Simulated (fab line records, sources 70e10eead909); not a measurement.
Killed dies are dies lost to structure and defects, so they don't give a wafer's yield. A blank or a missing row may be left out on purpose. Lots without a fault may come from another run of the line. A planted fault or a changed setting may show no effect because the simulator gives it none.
A struck lot beside a sound one | flow nand_harc | 14 steps out of a route of 1302
Sound: wafers L430.1, L430.2, L430.4. Struck: wafer L433.1. (L433.5 of the same lot was not struck and is left out.) The cause comes at the end.
At each step with rows: each side's tool, then ch and its chambers, then its first start. Under that, the readings that differ: sound wafers | struck wafers | difference of the means | sigmas: that difference in standard deviations of wafers without a fault.
alike: readings whose means differ by less than 2 such deviations, and words and numbers that are the same on both sides. not compared: withheld readings, readings that some wafer has no value for, bounds like >300 that may hide the same value, and numbers for which the record gives no deviation and whose values overlap.
The two part at a step that has a row with sigmas, a row that says differs or no value, or rows on one side only. Numbers that don't overlap but have no deviation are shown without sigmas and don't part them. A reading that every wafer of one side lacks parts them only if that side has two wafers or more.

NHARC_A_ONON_D2_THK_MEAS_30: measures by ellipsometry.
  sound on film_metro-01, day 15 05:52; struck on film_metro-01, day 16 07:41
  alike: thk_nm
NHARC_A_ONON_D2_DEP_33: deposits SiO2, target thk 200 nm.
  sound on pecvd-04 ch 0,2, day 15 05:55; struck on pecvd-01 ch 0, day 16 07:47
  alike: flow_sccm, heater_power_outer_w, heater_power_w, throttle_valve_pct
NHARC_A_ONON_D2_THK_MEAS_34: measures by ellipsometry.
  sound on film_metro-01, day 15 06:20; struck on film_metro-01, day 16 08:10
  alike: thk_nm
NHARC_A_ONON_D2_INSPECT_32:
  sound on defect_inspect-02, day 15 06:25; struck on defect_inspect-01, day 16 08:13
  alike: raw_defect_count
NHARC_A_CHANNEL_HOLE_D2_DEP_00: deposits aC, target thk 3100 nm.
  sound on acl_dep-03 ch 0, day 15 07:14; struck on acl_dep-03 ch 0, day 16 10:28
  alike: throttle_valve_pct
NHARC_A_CHANNEL_HOLE_D2_DEP_01: deposits SiON, target thk 140 nm.
  sound on pecvd-01 ch 1,2, day 15 09:10; struck on pecvd-01 ch 0, day 16 12:32
  alike: heater_power_outer_w, heater_power_w
then, 5 steps without rows for these wafers: NHARC_A_CHANNEL_HOLE_D2_DEHYDRATE_02 (time 120 s); NHARC_A_CHANNEL_HOLE_D2_HMDS_03 (time 30 s); NHARC_A_CHANNEL_HOLE_D2_COAT_36 (time 75 s); NHARC_A_CHANNEL_HOLE_D2_COAT_37 (time 65 s); NHARC_A_CHANNEL_HOLE_D2_COAT_04 (resist thk 90 nm).
NHARC_A_CHANNEL_HOLE_D2_SOFTBAKE_05: time 55 s.
  sound on litho_track-04 ch 0, day 15 09:00; struck on litho_track-01 ch 0, day 16 12:00
  reading                  | sound                | struck | difference | sigmas
  heater_power_total_W (W) | 188.25 188.38 188.46 | 222.97 | +34.61     | +99 or more
  alike: resist_line_temp_C
then, 1 step without rows for these wafers: NHARC_A_CHANNEL_HOLE_D2_EBR_06.
-- the record jumps here: 11 days lie between the struck wafers' starts before and after (it left off in module A_CHANNEL_HOLE_D2 and takes up again in module END, whose first step shown is number 1302 of the route) --
NHARC_END_SORT_01:
  sound on prober-02 ch 0, day 26 15:18; struck on prober-01 ch 0, day 27 21:32
  alike: killed_at_array, killed_at_other, killed_at_periphery, killed_dies, killed_open, killed_short

WHERE THEY PART
Only at NHARC_A_CHANNEL_HOLE_D2_SOFTBAKE_05, within this record. Later steps at which nothing parts them and some readings are alike: NHARC_END_SORT_01.

WHY: what the simulator had put in
Process parameter drift: litho_track-01, from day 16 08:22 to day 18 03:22, at NHARC_A_CHANNEL_HOLE_D2_SOFTBAKE_05. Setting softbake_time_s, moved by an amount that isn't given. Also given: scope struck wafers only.
